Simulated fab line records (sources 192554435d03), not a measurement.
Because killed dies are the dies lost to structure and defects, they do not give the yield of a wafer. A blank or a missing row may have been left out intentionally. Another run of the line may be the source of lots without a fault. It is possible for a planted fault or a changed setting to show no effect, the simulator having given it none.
fab line records	flow n5-finfet
[record] lots = 9	wafers = 27	last-day = 17
route steps=1938 shown FIN_CUT@176 STI_FIN_REVEAL@191 BEOL_M4@1111 PASSIVATION@1936
lots with no fault: from the same line, run without faults
start-h: the number of hours between the record's first day and the start of the first shown wafer of the lot	wait-h: how many hours have passed since the lot's step before this one	" repeats the value in the row above	L1.1+2: a single row standing in for several wafers	- value missing, or start not given	* or withheld: withheld	< > ~ a bound
route shown NAME@n: NAME is a module with steps in the file, n the number in the route of the first one	usual: mean and standard deviation over wafers with no fault	same: alike in all rows	chamber/n: place in a boat	sites: per-site readings	_std_site: how widely they spread, as a standard deviation	_edge_site: outer sites' mean less inner sites'	radius-mm: for every site, how far away it sits from the centre of the wafer	mask NAME#n: copy n	behind: tool/chamber where the wafer was last shaped	hold: the reason the lot was held/the length of the hold in hours/how it ended	device: names the non-switching transistor (n, p or np)	end of line: at the end of the route, the tests of the same wafers	a step with no rows: only its recipe	killed: dies that structure and defects cost at the first sort, which is not the same as the wafer's yield	map: per-die view of a wafer (x killed, . not killed, _ where there is no die)
set.NAME: the setting the step ran with; set.NAME@STEP: the setting that earlier step ran with	model.NAME: the simulator's own value behind a step, which no gauge read
one table for each step of the route and one row for each wafer, over a sample of lots
services: from which hour (start-h, from the record's first day; less than 0 if before it) a tool's chamber was out of use, for how many hours, and why
[[steps]]
[step N5_FIN_CUT_CUT_ETCH_15]
[recipe] chemistry = HBr/Cl2/O2	target = Si	target-depth-a = 1000	bt-time-s = 10	mask-material = SOC	time-s = 42.4	ion-energy-ev = *	bias-w = *	pressure-mtorr = 10	icp-w = 800	HBr_flow_sccm = 150	Cl2_flow_sccm = 80	O2_flow_sccm = 12
[usual] O2_flow_sccm = 12.00/0.038	drypump-motor-current-A = 5.7/0.37	oes-product-au = 1.001/0.015	throttle-valve-pct = 37.1/0.35
lot.wafer	tool	chamber	start-h	wait-h	O2_flow_sccm	drypump-motor-current-A	oes-product-au	rf-hours-counter-h	throttle-valve-pct
L222.1	rie-si-03	0	29.11	0.1	11.96	6.0	0.979	151	36.8
L222.2	"	3	"	"	12.06	6.0	1.005	60	37.1
L222.3	"	1	"	"	11.97	5.8	1.008	140	37.1
L224.3	rie-si-03	0	43.61	0.0	12.09	6.0	0.976	151	36.8
L224.4	"	1	"	"	11.92	5.8	1.012	141	37.1
L224.5	"	2	"	"	11.96	6.0	1.026	-	37.1
L230.1	rie-si-01	3	77.23	0.1	11.99	4.9	1.017	58	37.4
L230.4	"	3	"	"	12.05	4.9	1.015	-	37.4
L230.5	"	0	"	"	12.04	5.7	0.996	-	37.3
L231.1	rie-si-03	1	88.24	0.1	11.98	5.8	1.004	141	37.1
L231.4	"	3	"	"	12.03	6.0	1.007	61	37.1
L231.6	"	1	"	"	11.99	5.8	1.012	-	37.1
L232.1	rie-si-01	3	88.69	0.1	11.99	4.9	1.009	58	37.4
L232.3	"	0	"	"	11.96	5.7	1.004	134	37.3
L232.4	"	2	"	"	12.04	5.3	0.996	185	36.4
L234.1	rie-si-03	2	99.98	0.1	12.05	6.0	1.022	2	37.1
L234.2	"	1	"	"	12.07	5.8	1.008	142	37.1
L234.4	"	0	"	"	11.99	6.0	0.971	152	36.8
L236.1	rie-si-01	2	115.98	0.1	12.01	5.3	0.991	186	36.4
L236.2	"	0	"	"	11.99	5.7	1.004	135	37.3
L236.4	"	1	"	"	12.00	5.5	1.014	156	37.3
L239.2	rie-si-01	2	130.27	0.1	11.99	5.2	1.002	186	36.4
L239.3	"	1	"	"	11.97	5.6	1.012	156	37.3
L239.5	"	2	"	"	11.98	5.3	0.996	-	36.4
L245.1	rie-si-03	3	165.41	0.1	11.98	6.0	1.011	62	37.1
L245.3	"	2	"	"	12.05	6.0	1.019	4	37.1
L245.5	"	3	"	"	11.95	6.0	1.009	-	37.1
[step N5_STI_FIN_REVEAL_STRIP_24]
[recipe] chemistry = N2/H2	time-s = 90	power-w = 100	temp-c = 40	pressure-mtorr = 100	rf-frequency-hz = 6e+07	bias-power-w = 3	n2-flow-sccm = 300	h2-flow-sccm = 300
[usual] drypump-motor-current-A = 5.8/0.42	oes-product-au = 0.78/0.095	rf-vpp-V = 45.3/0.88	showerhead-plenum-p-Torr = 3.38/0.11	throttle-valve-pct = 12.23/0.24
lot.wafer	tool	chamber	start-h	wait-h	drypump-motor-current-A	oes-product-au	rf-hours-counter-h	rf-vpp-V	showerhead-plenum-p-Torr	throttle-valve-pct
L222.1	rie-diel-04	1	35.19	0.0	5.7	0.79	128	45.6	3.52	12.17
L222.2	"	2	"	"	6.3	0.73	197	44.7	3.35	12.35
L222.3	"	0	"	"	5.5	0.69	234	44.5	3.18	12.23
L224.3	rie-diel-03	2	49.92	0.0	4.8	0.71	218	46.0	3.33	12.40
L224.4	"	3	"	"	6.1	0.97	5	46.3	3.45	11.92
L224.5	"	1	"	"	6.3	0.70	-	45.6	3.48	12.54
L230.1	rie-diel-04	1	83.21	0.0	5.7	0.78	147	44.9	3.51	12.21
L230.4	"	3	"	"	5.5	0.88	-	43.5	3.30	11.95
L230.5	"	2	"	"	6.2	0.73	-	46.0	3.35	12.39
L231.1	rie-diel-03	1	96.47	0.0	6.3	0.69	247	45.1	3.47	12.62
L231.4	"	2	"	"	4.8	0.70	237	44.5	3.32	12.42
L231.6	"	0	"	"	5.8	0.68	-	44.9	3.33	12.56
L232.1	rie-diel-03	2	96.92	0.0	4.8	0.70	237	44.1	3.32	12.44
L232.3	"	1	"	"	6.3	0.69	248	45.2	3.47	12.61
L232.4	"	3	"	"	6.1	0.93	23	45.7	3.44	11.98
L234.1	rie-diel-04	2	106.04	0.0	6.3	0.73	218	46.4	3.34	12.41
L234.2	"	1	"	"	5.7	0.78	155	46.6	3.51	12.22
L234.4	"	0	"	"	5.5	0.98	4	46.7	3.57	11.65
L236.1	rie-diel-04	3	122.03	0.0	5.5	0.85	45	45.4	3.29	11.99
L236.2	"	2	"	"	6.2	0.72	223	46.8	3.34	12.45
L236.4	"	1	"	"	5.7	0.77	161	45.6	3.51	12.23
L239.2	rie-diel-03	2	137.64	0.0	4.8	0.68	258	44.6	3.31	12.50
L239.3	"	0	"	"	5.7	0.66	264	45.4	3.32	12.62
L239.5	"	0	"	"	5.8	0.66	-	44.2	3.32	12.60
L245.1	rie-diel-02	0	172.47	0.0	5.9	0.90	50	45.1	3.42	11.94
L245.3	"	2	"	"	5.9	0.74	167	45.5	3.26	12.42
L245.5	"	1	"	"	5.7	0.67	-	45.8	3.19	12.32
[step N5_STI_FIN_REVEAL_PRECLEAN_26]
[recipe] chemistry = SC1	time-s = 45	temp-c = 46	mix = 1:2:100
lot.wafer	tool	chamber	start-h	wait-h
L222.1+2+3	wet-bench-05	7,4,1	35.33	0.0
L224.3+4+5	wet-bench-06	3,6,1	50.07	0.0
L230.1+4+5	wet-bench-05	5,0,4	83.36	0.0
L231.1+4+6	wet-bench-05	2,7,0	96.62	0.0
L232.1+3+4	wet-bench-05	4,5,3	97.07	0.0
L234.1+2+4	wet-bench-05	6,0,5	106.19	0.0
L236.1+2+4	wet-bench-05	0,6,3	122.18	0.0
L239.2+3+5	wet-bench-03	1,6,2	137.79	0.0
L245.1+3+5	wet-bench-06	5,1,3	172.65	0.0
[step N5_STI_FIN_REVEAL_OXIDATION_31]
[recipe] chemistry = O2_PLASMA_REMOTE	temp-c = 150	time-s = 20	pressure-mtorr = 1000	source-power-w = 2000	o2-flow-sccm = 3000
[usual] drypump-motor-current-A = 5.67/0.2	heater-power-w = 143/21
lot.wafer	tool	chamber	start-h	wait-h	drypump-motor-current-A	heater-power-w	rf-hours-counter-h
L222.1	plasma-asher-02	0	37.55	0.0	6.03	188	81
L222.2	"	1	"	"	5.48	146	81
L222.3	"	1	"	"	5.46	143	-
L224.3	plasma-asher-02	0	52.31	0.1	6.03	185	-
L224.4	"	1	"	"	5.50	140	-
L224.5	"	0	"	"	6.03	182	-
L230.1	plasma-asher-01	1	85.57	0.0	5.75	128	36
L230.4	"	1	"	"	5.76	129	-
L230.5	"	1	"	"	5.74	127	-
L231.1	plasma-asher-02	0	98.92	0.1	6.03	184	94
L231.4	"	1	"	"	5.49	142	-
L231.6	"	0	"	"	6.01	183	-
L232.1	plasma-asher-01	0	99.72	0.0	5.53	134	39
L232.3	"	1	"	"	5.77	128	-
L232.4	"	0	"	"	5.49	132	-
L234.1	plasma-asher-02	1	108.43	0.0	5.47	142	96
L234.2	"	0	"	"	6.01	181	96
L234.4	"	1	"	"	5.50	139	-
L236.1	plasma-asher-01	1	124.42	0.0	5.75	127	45
L236.2	"	0	"	"	5.51	132	45
L236.4	"	0	"	"	5.49	131	-
L239.2	plasma-asher-01	1	140.03	0.0	5.73	129	47
L239.3	"	0	"	"	5.48	132	-
L239.5	"	0	"	"	5.50	133	-
L245.1	plasma-asher-01	1	175.01	0.1	5.77	126	54
L245.3	"	0	"	"	5.52	135	-
L245.5	"	0	"	"	5.51	133	-
[step N5_STI_FIN_REVEAL_INSPECT_13]
[recipe] inspect-instrument = darkfield	mode = post-clean
[usual] raw-defect-count = 12/5.2
lot.wafer	tool	chamber	start-h	wait-h	raw-defect-count
L222.1	defect-inspect-01	-	38.18	0.0	7
L222.2	"	-	"	"	14
L222.3	"	-	"	"	9
L224.3	defect-inspect-02	-	52.93	0.0	11
L224.4	"	-	"	"	14
L224.5	"	-	"	"	12
L230.1	defect-inspect-01	-	86.21	0.0	13
L230.4	"	-	"	"	8
L230.5	"	-	"	"	12
L231.1	defect-inspect-01	-	99.57	0.0	10
L231.4	"	-	"	"	16
L231.6	"	-	"	"	6
L232.1	defect-inspect-01	-	100.39	0.0	810
L232.3	"	-	"	"	794
L232.4	"	-	"	"	805
L234.1	defect-inspect-01	-	109.12	0.0	858
L234.2	"	-	"	"	852
L234.4	"	-	"	"	826
L236.1	defect-inspect-01	-	125.07	0.0	795
L236.2	"	-	"	"	858
L236.4	"	-	"	"	854
L239.2	defect-inspect-02	-	140.71	0.0	10
L239.3	"	-	"	"	11
L239.5	"	-	"	"	10
L245.1	defect-inspect-01	-	175.68	0.0	15
L245.3	"	-	"	"	17
L245.5	"	-	"	"	17
[step N5_BEOL_M4_RC_MEAS_101]
[usual] DIBL_N = 36.0/1.7	DIBL_P = 35.8/2	IOFF_N = 0.15/0.03	IOFF_P = 0.20/0.037	ION_N = 670/12	ION_P = 460/7.2	SS_N = 71.5/0.68	SS_P = 73.2/0.65	VT_N = 250/3.1	VT_P = -251/3.4
lot.wafer	tool	chamber	start-h	wait-h	DIBL_N[mV/V]	DIBL_P[mV/V]	IOFF_N[nA/um]	IOFF_P[nA/um]	ION_N[uA/um]	ION_P[uA/um]	SS_N[mV/dec]	SS_P[mV/dec]	VT_N[mV]	VT_P[mV]
L222.1	prober-01	0	178.10	0.0	36.0	37.1	0.17	0.24	684	471	71.4	73.4	249	-247
L222.2	"	0	"	"	37.1	37.0	0.18	0.23	682	464	71.3	73.3	248	-248
L222.3	"	0	"	"	36.7	36.6	0.18	0.23	669	467	71.6	73.3	249	-247
L224.3	prober-01	0	180.80	0.3	34.3	33.3	0.12	0.16	668	456	71.9	72.0	251	-252
L224.4	"	0	"	"	35.8	34.4	0.15	0.17	677	457	72.1	72.7	247	-253
L224.5	"	0	"	"	36.6	34.3	0.15	0.16	646	440	72.3	72.8	252	-253
L230.1	prober-01	0	219.75	0.0	37.8	37.9	0.17	0.24	666	464	72.3	73.3	249	-248
L230.4	"	0	"	"	40.1	41.5	0.24	0.30	692	474	72.6	74.2	244	-246
L230.5	"	0	"	"	37.4	36.9	0.17	0.21	683	464	72.0	73.6	252	-249
L231.1	prober-02	0	231.14	0.0	36.1	34.8	0.18	0.23	668	458	71.5	73.4	247	-249
L231.4	"	0	"	"	35.6	35.0	0.16	0.23	691	471	71.1	73.6	248	-247
L231.6	"	0	"	"	36.9	34.9	0.18	0.23	671	458	72.4	73.5	250	-247
L232.1	prober-01	0	237.50	0.0	37.7	38.1	0.19	0.27	687	477	71.5	73.5	248	-244
L232.3	"	0	"	"	36.0	35.1	0.15	0.21	656	455	71.8	72.4	249	-249
L232.4	"	0	"	"	34.8	33.7	0.13	0.18	678	462	71.3	73.1	251	-249
L234.1	prober-02	0	237.96	0.0	34.8	35.7	0.13	0.19	672	462	71.4	73.5	251	-250
L234.2	"	0	"	"	37.0	37.5	0.16	0.21	676	459	72.0	73.7	249	-248
L234.4	"	0	"	"	32.8	32.3	0.10	0.14	658	451	71.4	71.9	255	-255
L236.1	prober-02	0	261.88	0.0	34.5	34.6	0.12	0.16	667	455	71.1	72.6	252	-255
L236.2	"	0	"	"	37.2	37.2	0.16	0.19	676	457	71.5	72.8	250	-254
L236.4	"	0	"	"	37.5	38.0	0.16	0.20	672	460	72.1	73.8	252	-253
L239.2	prober-02	0	282.10	0.2	34.7	33.5	0.13	0.19	671	460	71.4	72.2	252	-249
L239.3	"	0	"	"	36.5	35.0	0.15	0.22	647	448	72.0	72.6	251	-247
L239.5	"	0	"	"	36.4	35.7	0.15	0.22	658	456	71.8	72.8	251	-247
L245.1	prober-02	0	317.11	0.0	36.1	37.4	0.16	0.21	685	467	71.8	73.0	251	-252
L245.3	"	0	"	"	32.9	33.9	0.12	0.17	672	457	70.4	72.3	252	-252
L245.5	"	0	"	"	36.1	37.3	0.16	0.20	681	460	71.1	73.9	249	-253
[step N5_PASSIVATION_PROBE_49]
[usual] defect-limited-yield = 91.4/1.5	killed_at_M0_to_M3 = 32/9.8	killed_at_M4_up = 15/5.6	killed-at-contacts = 12/5.4	killed-at-front-end = 40/13	killed-at-other = 3.0/2.1	killed-dies = 102/17	killed-on-rim = 14/4.4	killed-open = 67/13	killed-short = 32/7.1	sort_bin_5_function = 5.1/0.96	sort_bin_6_memory = 3.2/0.7	sort_bin_8_speed = 0.0/0.3	sort-n-pass = 1078/18	sort-yield-pct = 91.3/1.5
[same] gross-dies = 1180	killed-at-back-side = 0	sort_bin_4_leakage[%] = 0
lot.wafer	tool	chamber	start-h	wait-h	defect-limited-yield[%]	killed_at_M0_to_M3	killed_at_M4_up	killed-at-contacts	killed-at-front-end	killed-at-other	killed-dies	killed-on-rim	killed-open	killed-short	sort_bin_5_function[%]	sort_bin_6_memory[%]	sort_bin_8_speed[%]	sort-n-pass	sort-yield-pct[%]
L222.1	prober-01	-	287.99	0.0	90.8	36	11	15	44	3	109	18	78	27	6.1	3.1	0	1071	90.8
L222.2	prober-01	-	288.04	0.1	92.1	17	28	15	32	1	93	16	66	26	5.0	2.5	0	1087	92.1
L222.3	prober-01	-	288.09	0.1	92.0	32	9	20	31	2	94	19	59	34	5.5	2.0	0	1086	92.0
L224.3	prober-02	-	291.86	0.1	91.5	39	9	10	39	3	100	8	66	32	5.5	2.6	0	1080	91.5
L224.4	prober-02	-	291.91	0.2	89.8	27	15	17	61	0	120	24	81	37	5.5	4.3	0	1060	89.8
L224.5	prober-02	-	291.96	0.2	91.9	21	13	14	46	1	95	16	65	25	5.3	2.3	1.1	1072	90.8
L230.1	prober-02	-	322.25	0.0	93.2	23	8	7	38	4	80	17	56	23	4.2	2.4	0	1100	93.2
L230.4	prober-02	-	322.40	0.2	92.7	28	15	6	36	1	86	9	52	33	4.2	3.0	0	1094	92.7
L230.5	prober-02	-	322.45	0.2	93.6	26	10	9	25	6	76	12	42	32	4.7	1.4	0	1104	93.6
L231.1	prober-01	-	331.80	0.0	91.1	26	25	10	42	2	105	9	74	31	4.2	4.3	0	1075	91.1
L231.4	prober-01	-	331.95	0.2	89.8	21	16	15	62	6	120	14	79	36	5.4	4.0	0	1060	89.8
L231.6	prober-01	-	332.05	0.3	90.8	23	23	5	49	8	108	21	75	30	5.3	3.5	0	1072	90.8
L232.1	prober-01	-	347.44	0.0	81.3	26	17	11	167	0	221	11	54	23	12.5	3.7	0	959	81.3
L232.3	prober-01	-	347.54	0.1	81.7	57	17	18	121	3	216	41	71	45	10.4	4.5	0	964	81.7
L232.4	prober-01	-	347.59	0.2	83.8	49	15	11	112	4	191	29	75	33	9.6	3.9	0	989	83.8
L234.1	prober-01	-	352.48	0.0	82.2	26	5	10	166	3	210	32	58	34	11.4	4.1	0	970	82.2
L234.2	prober-01	-	352.53	0.1	78.4	37	22	11	182	3	255	19	66	44	13.1	5.1	0	925	78.4
L234.4	prober-01	-	352.63	0.2	82.4	27	9	15	150	7	208	35	66	35	11.6	3.7	0	972	82.4
L236.1	prober-01	-	375.71	0.0	79.9	38	10	5	182	2	237	19	55	36	13.6	4.0	0	943	79.9
L236.2	prober-01	-	375.76	0.1	82.7	36	13	6	149	0	204	27	62	39	11.1	3.4	0	976	82.7
L236.4	prober-01	-	375.86	0.2	85.6	25	16	1	124	4	170	27	52	21	7.8	3.5	0	1010	85.6
L239.2	prober-02	-	393.88	0.1	93.8	22	8	3	37	3	73	10	44	29	3.3	2.7	0	1107	93.8
L239.3	prober-02	-	393.93	0.1	93.2	24	12	19	25	0	80	11	57	21	3.2	3.6	0	1100	93.2
L239.5	prober-02	-	394.03	0.2	93.0	35	11	17	19	1	83	10	47	33	4.1	3.0	0	1097	93.0
L245.1	prober-02	-	418.77	0.0	89.8	44	10	7	54	5	120	19	78	40	5.8	3.9	0	1060	89.8
L245.3	prober-02	-	418.87	0.1	91.6	39	12	3	41	4	99	12	60	36	5.3	2.6	0	1081	91.6
L245.5	prober-02	-	418.97	0.2	90.7	45	20	5	35	5	110	10	77	30	5.8	3.1	0	1070	90.7
// killed by level:class
L222.1 STI_FIN_REVEAL:geometric-particle:open=14 MOL_CONTACT_COAG:geometric-particle:open=13 BEOL_M0_SAQP:geometric-particle:open=12 FIN_SAQP:geometric-particle:open=9 BEOL_M0_SAQP:geometric-particle:short=7 BEOL_M2:geometric-particle:open=5 BEOL_M3:geometric-particle:open=5 ILD0:geometric-particle:open=4
L222.2 BEOL_M4:geometric-particle:open=20 MOL_CONTACT_COAG:geometric-particle:open=12 STI_FIN_REVEAL:geometric-particle:open=10 BEOL_M0_SAQP:geometric-particle:short=5 STARTING-WAFER:geometric-particle:open=5 GATE_CUT:geometric-particle:open=3 MOL_CONTACT_COAG:geometric-particle:short=3 BEOL_M1:geometric-particle:open=3
L222.3 MOL_CONTACT_COAG:geometric-particle:open=11 BEOL_M0_SAQP:geometric-particle:open=11 STI_FIN_REVEAL:geometric-particle:open=8 BEOL_M0_SAQP:geometric-particle:short=8 MOL_CONTACT_COAG:geometric-particle:short=8 GATE_CUT:geometric-particle:short=7 BEOL_M3:geometric-particle:open=6 FIN_SAQP:geometric-particle:open=3
L224.3 STI_FIN_REVEAL:geometric-particle:open=11 MOL_CONTACT_COAG:geometric-particle:open=8 BEOL_M2:geometric-particle:open=8 BEOL_M0_SAQP:geometric-particle:short=7 BEOL_M0_SAQP:geometric-particle:open=7 BEOL_M1:geometric-particle:open=7 GATE_CUT:geometric-particle:short=4 BEOL_M2:geometric-particle:short=4
L224.4 STI_FIN_REVEAL:geometric-particle:open=17 FIN_SAQP:geometric-particle:open=15 BEOL_M1:geometric-particle:open=13 MOL_CONTACT_COAG:geometric-particle:open=13 FIN_SAQP:geometric-particle:short=7 GATE_CUT:geometric-particle:short=7 STI_FIN_REVEAL:geometric-particle:short=5 BEOL_M4:geometric-particle:open=5
L224.5 STI_FIN_REVEAL:geometric-particle:open=13 MOL_CONTACT_COAG:geometric-particle:open=12 GATE_CUT:geometric-particle:short=7 BEOL_M2:geometric-particle:open=6 BEOL_M4:geometric-particle:open=6 FIN_SAQP:geometric-particle:open=5 ILD0:geometric-particle:open=4 BEOL_M0_SAQP:geometric-particle:short=3
L230.1 STI_FIN_REVEAL:geometric-particle:open=13 BEOL_M0_SAQP:geometric-particle:short=6 BEOL_M1:geometric-particle:open=6 MOL_CONTACT_COAG:geometric-particle:open=5 BEOL_M0_SAQP:geometric-particle:open=5 GATE_CUT:geometric-particle:short=4 FIN_SAQP:geometric-particle:open=3 GATE_CUT:geometric-particle:open=3
L230.4 GATE_CUT:geometric-particle:short=9 GATE_CUT:geometric-particle:open=7 BEOL_M2:geometric-particle:open=7 BEOL_M0_SAQP:geometric-particle:open=6 BEOL_M0_SAQP:geometric-particle:short=5 BEOL_M4:geometric-particle:open=5 FIN_SAQP:geometric-particle:short=4 DUMMY_GATE:geometric-particle:open=4
L230.5 MOL_CONTACT_COAG:geometric-particle:open=6 BEOL_M0_SAQP:geometric-particle:open=5 STARTING-WAFER:geometric-particle:short=5 FIN_SAQP:geometric-particle:short=4 BEOL_M0_SAQP:geometric-particle:short=4 BEOL_M1:geometric-particle:open=4 BEOL_M1:geometric-particle:short=4 BEOL_M4:geometric-particle:open=4
L231.1 BEOL_M4:geometric-particle:open=12 FIN_SAQP:geometric-particle:open=9 STI_FIN_REVEAL:geometric-particle:open=9 FIN_SAQP:geometric-particle:short=6 MOL_CONTACT_COAG:geometric-particle:open=6 BEOL_M2:geometric-particle:open=5 MOL_CONTACT_COAG:geometric-particle:short=4 BEOL_M0_SAQP:geometric-particle:open=4
L231.4 STI_FIN_REVEAL:geometric-particle:open=20 MOL_CONTACT_COAG:geometric-particle:open=13 BEOL_M0_SAQP:geometric-particle:open=8 FIN_SAQP:geometric-particle:open=7 FIN_SAQP:geometric-particle:short=6 GATE_CUT:geometric-particle:short=6 GATE_CUT:geometric-particle:open=5 HKMG_FIN:area-etch=5
L231.6 STI_FIN_REVEAL:geometric-particle:open=10 BEOL_M4:geometric-particle:open=9 FIN_SAQP:geometric-particle:open=8 FIN_SAQP:geometric-particle:short=7 BEOL_M0_SAQP:geometric-particle:open=7 GATE_CUT:geometric-particle:open=6 MOL_CONTACT_COAG:geometric-particle:open=5 BEOL_M7:geometric-particle:open=5
L232.1 STI_FIN_REVEAL:unspecified=141 MOL_CONTACT_COAG:geometric-particle:open=8 BEOL_M1:geometric-particle:open=8 BEOL_M0_SAQP:geometric-particle:open=6 STARTING-WAFER:geometric-particle:short=6 DUMMY_GATE:geometric-particle:open=5 BEOL_M4:geometric-particle:open=4 BEOL_M6:geometric-particle:open=4
L232.3 STI_FIN_REVEAL:unspecified=96 MOL_CONTACT_COAG:geometric-particle:open=15 BEOL_M0_SAQP:geometric-particle:short=13 BEOL_M3:geometric-particle:open=11 BEOL_M1:geometric-particle:short=8 BEOL_M1:geometric-particle:open=8 STI_FIN_REVEAL:geometric-particle:open=7 BEOL_M4:geometric-particle:open=7
L232.4 STI_FIN_REVEAL:unspecified=79 FIN_SAQP:geometric-particle:short=9 MOL_CONTACT_COAG:geometric-particle:open=9 FIN_SAQP:geometric-particle:open=8 BEOL_M1:geometric-particle:open=8 BEOL_M2:geometric-particle:open=8 BEOL_M3:geometric-particle:open=8 BEOL_M0_SAQP:geometric-particle:open=7
L234.1 STI_FIN_REVEAL:unspecified=115 FIN_SAQP:geometric-particle:open=16 STI_FIN_REVEAL:geometric-particle:open=10 DUMMY_GATE:geometric-particle:open=8 MOL_CONTACT_COAG:geometric-particle:open=7 FIN_SAQP:geometric-particle:short=6 BEOL_M0_SAQP:geometric-particle:short=6 BEOL_M2:geometric-particle:open=4
L234.2 STI_FIN_REVEAL:unspecified=141 MOL_CONTACT_COAG:geometric-particle:open=9 BEOL_M4:geometric-particle:open=9 BEOL_M0_SAQP:geometric-particle:open=8 FIN_SAQP:geometric-particle:short=7 GATE_CUT:geometric-particle:short=6 BEOL_M3:geometric-particle:open=6 FIN_SAQP:geometric-particle:open=5
L234.4 STI_FIN_REVEAL:unspecified=104 MOL_CONTACT_COAG:geometric-particle:open=13 FIN_SAQP:geometric-particle:open=9 STI_FIN_REVEAL:geometric-particle:open=9 BEOL_M3:geometric-particle:open=9 FIN_SAQP:geometric-particle:short=6 STARTING-WAFER:geometric-particle:short=5 BEOL_M0_SAQP:geometric-particle:open=4
L236.1 STI_FIN_REVEAL:unspecified=146 BEOL_M0_SAQP:geometric-particle:short=10 DUMMY_GATE:geometric-particle:open=8 BEOL_M0_SAQP:geometric-particle:open=7 FIN_SAQP:geometric-particle:short=6 BEOL_M3:geometric-particle:open=6 GATE_CUT:geometric-particle:short=5 STARTING-WAFER:geometric-particle:open=4
L236.2 STI_FIN_REVEAL:unspecified=100 FIN_SAQP:geometric-particle:short=10 BEOL_M3:geometric-particle:open=10 BEOL_M0_SAQP:geometric-particle:open=9 FIN_SAQP:geometric-particle:open=7 STI_FIN_REVEAL:geometric-particle:open=7 MOL_CONTACT_COAG:geometric-particle:open=6 BEOL_M0_SAQP:geometric-particle:short=6
L236.4 STI_FIN_REVEAL:unspecified=91 DUMMY_GATE:geometric-particle:open=10 BEOL_M1:geometric-particle:open=8 BEOL_M0_SAQP:geometric-particle:open=6 BEOL_M4:geometric-particle:open=6 BEOL_M3:geometric-particle:open=5 FIN_SAQP:geometric-particle:short=4 GATE_CUT:geometric-particle:short=4
L239.2 FIN_SAQP:geometric-particle:short=6 BEOL_M2:geometric-particle:open=5 STI_FIN_REVEAL:geometric-particle:open=4 DUMMY_GATE:geometric-particle:open=4 ILD0:geometric-particle:short=4 GATE_CUT:geometric-particle:short=4 BEOL_M0_SAQP:geometric-particle:short=4 BEOL_M2:geometric-particle:short=4
L239.3 MOL_CONTACT_COAG:geometric-particle:open=15 FIN_SAQP:geometric-particle:open=7 BEOL_M2:geometric-particle:open=6 STI_FIN_REVEAL:geometric-particle:open=5 BEOL_M0_SAQP:geometric-particle:open=5 MOL_CONTACT_COAG:geometric-particle:short=4 BEOL_M0_SAQP:geometric-particle:short=4 BEOL_M3:geometric-particle:open=4
L239.5 MOL_CONTACT_COAG:geometric-particle:open=10 BEOL_M2:geometric-particle:open=9 BEOL_M1:geometric-particle:open=7 MOL_CONTACT_COAG:geometric-particle:short=7 BEOL_M3:geometric-particle:open=5 BEOL_M0:geometric-particle:open=4 BEOL_M1:geometric-particle:short=4 STARTING-WAFER:geometric-particle:open=4
L245.1 STI_FIN_REVEAL:geometric-particle:open=22 BEOL_M1:geometric-particle:open=12 BEOL_M2:geometric-particle:open=11 BEOL_M0_SAQP:geometric-particle:open=7 FIN_SAQP:geometric-particle:short=6 GATE_CUT:geometric-particle:short=5 MOL_CONTACT_COAG:geometric-particle:open=5 BEOL_M0_SAQP:geometric-particle:short=5
L245.3 STI_FIN_REVEAL:geometric-particle:open=12 BEOL_M0_SAQP:geometric-particle:open=11 GATE_CUT:geometric-particle:short=8 BEOL_M3:geometric-particle:open=8 BEOL_M1:geometric-particle:short=6 FIN_SAQP:geometric-particle:short=5 BEOL_M7:geometric-particle:open=5 DUMMY_GATE:geometric-particle:open=4
L245.5 STI_FIN_REVEAL:geometric-particle:open=14 BEOL_M1:geometric-particle:open=8 BEOL_M4:geometric-particle:open=8 BEOL_M3:geometric-particle:open=7 BEOL_M0_SAQP:geometric-particle:short=7 BEOL_M2:geometric-particle:open=7 FIN_SAQP:geometric-particle:open=6 BEOL_M0_SAQP:geometric-particle:open=6
[[services]]
tool	chamber	start-h	hours	kind
rie-diel-03	3	15.72	-	clean
rie-diel-03	3	15.72	-	consumable-replace:focus-ring
rie-diel-03	3	15.72	13.9	scheduled-down
rie-diel-03	3	15.72	13.9	vent-cycle
rie-diel-02	-	34.89	0.7	repair
plasma-asher-02	-	39.89	3.0	repair
plasma-asher-01	-	52.38	1.9	repair
rie-diel-02	1	56.93	4.6	repair
rie-diel-03	0	57.56	11.0	repair
rie-diel-04	2	58.03	14.0	repair
rie-si-01	-	69.17	2.8	pm
rie-si-01	1	74.25	6.1	repair
rie-diel-04	0	76.49	-	clean
rie-diel-04	0	76.49	-	consumable-replace:focus-ring
wet-bench-05	-	88.34	1.1	repair
rie-diel-02	0	91.45	11.1	repair
plasma-asher-02	-	94.49	0.5	repair
rie-diel-02	3	99.64	9.0	repair
plasma-asher-02	-	115.07	5.4	repair
rie-si-03	-	116.19	2.8	pm
rie-diel-02	3	117.67	8.6	repair
rie-diel-04	-	122.84	15.6	pm
rie-si-01	-	135.58	0.1	repair
plasma-asher-01	-	156.58	0.9	repair
[[key]]
[first-sign] step = N5_STI_FIN_REVEAL_INSPECT_13	reading = raw-defect-count	direction = up	sigmas = 99+	usual = 12	struck = 828
[effect] step = N5_PASSIVATION_PROBE_49	reading = killed-at-front-end	direction = up	sigmas = 8.8	usual = 40	struck = 150
[more-kills-born-at] N5_STI_FIN_REVEAL_PRECLEAN_26@wet-bench-05 = 1013
met-at N5_STI_FIN_REVEAL_PRECLEAN_26
struck-lots L232,L234,L236
not-acting-at N5_FIN_CUT_CUT_ETCH_15,N5_STI_FIN_REVEAL_STRIP_24,N5_STI_FIN_REVEAL_OXIDATION_31
onset-between 96.62 97.07
[fault] kind = chamber-particle-source	tool = wet-bench-05	chamber = -	onset-h = 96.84	steps = N5_STI_FIN_REVEAL_PRECLEAN_26	rate-per-visit-cm2 = 1.2764	end-h = 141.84
